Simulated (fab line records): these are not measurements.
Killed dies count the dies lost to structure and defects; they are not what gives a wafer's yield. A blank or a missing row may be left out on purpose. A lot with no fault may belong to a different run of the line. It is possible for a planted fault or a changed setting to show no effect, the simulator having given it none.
Matching of chambers / flow n5Finfet / 4 sister chambers for N5_HKMG_FIN_ETCH_55 on rieDiel-06
The step etches SOC in N2/H2, target depth 240 nm, time 300 s. 20 wafers are shown with their chamber, then 10 later ones without.

## WAFERS, EACH WITH ITS CHAMBER
wafer=L079.1; chamber=2; showerheadPlenumPTorr (Torr)=2.45; drypumpMotorCurrentA (A)=5.6; oesProductAu (a.u.)=0.79
wafer=L079.4; chamber=3; showerheadPlenumPTorr (Torr)=2.42; drypumpMotorCurrentA (A)=6.6; oesProductAu (a.u.)=0.70
wafer=L079.6; chamber=1; showerheadPlenumPTorr (Torr)=2.70; drypumpMotorCurrentA (A)=6.5; oesProductAu (a.u.)=0.90
wafer=L083.1; chamber=1; showerheadPlenumPTorr (Torr)=2.70; drypumpMotorCurrentA (A)=6.5; oesProductAu (a.u.)=0.88
wafer=L083.4; chamber=0; showerheadPlenumPTorr (Torr)=2.55; drypumpMotorCurrentA (A)=5.9; oesProductAu (a.u.)=0.74
wafer=L083.5; chamber=1; showerheadPlenumPTorr (Torr)=2.70; drypumpMotorCurrentA (A)=6.4; oesProductAu (a.u.)=0.88
wafer=L088.2; chamber=1; showerheadPlenumPTorr (Torr)=2.69; drypumpMotorCurrentA (A)=6.5; oesProductAu (a.u.)=0.86
wafer=L088.5; chamber=2; showerheadPlenumPTorr (Torr)=2.44; drypumpMotorCurrentA (A)=5.7; oesProductAu (a.u.)=0.77
wafer=L088.6; chamber=3; showerheadPlenumPTorr (Torr)=2.41; drypumpMotorCurrentA (A)=6.6; oesProductAu (a.u.)=0.69
wafer=L090.2; chamber=3; showerheadPlenumPTorr (Torr)=2.41; drypumpMotorCurrentA (A)=6.6; oesProductAu (a.u.)=0.68
wafer=L090.3; chamber=1; showerheadPlenumPTorr (Torr)=2.69; drypumpMotorCurrentA (A)=6.5; oesProductAu (a.u.)=0.86
wafer=L090.6; chamber=3; showerheadPlenumPTorr (Torr)=2.41; drypumpMotorCurrentA (A)=6.6; oesProductAu (a.u.)=0.70
wafer=L091.1; chamber=2; showerheadPlenumPTorr (Torr)=2.44; drypumpMotorCurrentA (A)=5.7; oesProductAu (a.u.)=0.76
wafer=L091.2; chamber=3; showerheadPlenumPTorr (Torr)=2.41; drypumpMotorCurrentA (A)=6.6; oesProductAu (a.u.)=0.68
wafer=L091.3; chamber=1; showerheadPlenumPTorr (Torr)=2.69; drypumpMotorCurrentA (A)=6.5; oesProductAu (a.u.)=0.85
wafer=L092.2; chamber=2; showerheadPlenumPTorr (Torr)=2.44; drypumpMotorCurrentA (A)=5.6; oesProductAu (a.u.)=0.76
wafer=L092.4; chamber=0; showerheadPlenumPTorr (Torr)=2.54; drypumpMotorCurrentA (A)=5.9; oesProductAu (a.u.)=0.72
wafer=L092.5; chamber=3; showerheadPlenumPTorr (Torr)=2.41; drypumpMotorCurrentA (A)=6.6; oesProductAu (a.u.)=0.68
wafer=L093.1; chamber=3; showerheadPlenumPTorr (Torr)=2.41; drypumpMotorCurrentA (A)=6.6; oesProductAu (a.u.)=0.68
wafer=L093.5; chamber=0; showerheadPlenumPTorr (Torr)=2.54; drypumpMotorCurrentA (A)=5.9; oesProductAu (a.u.)=0.73

SIGNATURES, as means of the wafers listed above
reading=showerheadPlenumPTorr; chamber 0=2.5433; chamber 1=2.6950; chamber 2=2.4425; chamber 3=2.4114; scatter within a chamber=0.00486
reading=drypumpMotorCurrentA; chamber 0=5.900; chamber 1=6.483; chamber 2=5.650; chamber 3=6.600; scatter within a chamber=0.0339
reading=oesProductAu; chamber 0=0.7300; chamber 1=0.8717; chamber 2=0.7700; chamber 3=0.6871; scatter within a chamber=0.0138
Rule: for each reading, subtract the chamber's mean from the wafer's reading, divide by that reading's scatter and square the result; add these up over the readings and take the root, which gives the wafer's distance from the chamber. The wafer belongs to the nearest chamber; if the next one is less than 2 further off, it can't be placed. The scatter: the root of (the sum of the squares of (reading less its chamber's mean) over the shown wafers, divided by (wafers less chambers)).

## WAFERS MISSING THEIR CHAMBER
wafer=L093.6; showerheadPlenumPTorr (Torr)=2.41; drypumpMotorCurrentA (A)=6.6; oesProductAu (a.u.)=0.68
wafer=L094.1; showerheadPlenumPTorr (Torr)=2.44; drypumpMotorCurrentA (A)=5.7; oesProductAu (a.u.)=0.76
wafer=L094.3; showerheadPlenumPTorr (Torr)=2.54; drypumpMotorCurrentA (A)=5.9; oesProductAu (a.u.)=0.73
wafer=L094.4; showerheadPlenumPTorr (Torr)=2.41; drypumpMotorCurrentA (A)=6.6; oesProductAu (a.u.)=0.67
wafer=L095.2; showerheadPlenumPTorr (Torr)=2.41; drypumpMotorCurrentA (A)=6.6; oesProductAu (a.u.)=0.67
wafer=L095.4; showerheadPlenumPTorr (Torr)=2.44; drypumpMotorCurrentA (A)=5.6; oesProductAu (a.u.)=0.76
wafer=L095.5; showerheadPlenumPTorr (Torr)=2.69; drypumpMotorCurrentA (A)=6.4; oesProductAu (a.u.)=0.85
wafer=L097.3; showerheadPlenumPTorr (Torr)=2.69; drypumpMotorCurrentA (A)=6.5; oesProductAu (a.u.)=0.85
wafer=L097.4; showerheadPlenumPTorr (Torr)=2.54; drypumpMotorCurrentA (A)=5.9; oesProductAu (a.u.)=0.73
wafer=L097.6; showerheadPlenumPTorr (Torr)=2.43; drypumpMotorCurrentA (A)=5.7; oesProductAu (a.u.)=0.76

## WHICH CHAMBER EACH WENT THROUGH
wafer=L093.6; from the rows above=3; in truth=3
wafer=L094.1; from the rows above=2; in truth=2
wafer=L094.3; from the rows above=0; in truth=0
wafer=L094.4; from the rows above=3; in truth=3
wafer=L095.2; from the rows above=3; in truth=3
wafer=L095.4; from the rows above=2; in truth=2
wafer=L095.5; from the rows above=1; in truth=1
wafer=L097.3; from the rows above=1; in truth=1
wafer=L097.4; from the rows above=0; in truth=0
wafer=L097.6; from the rows above=2; in truth=2
Correct placement for 10 of the 10. Left unplaced by these rows: 0. Number placed wrongly: 0.
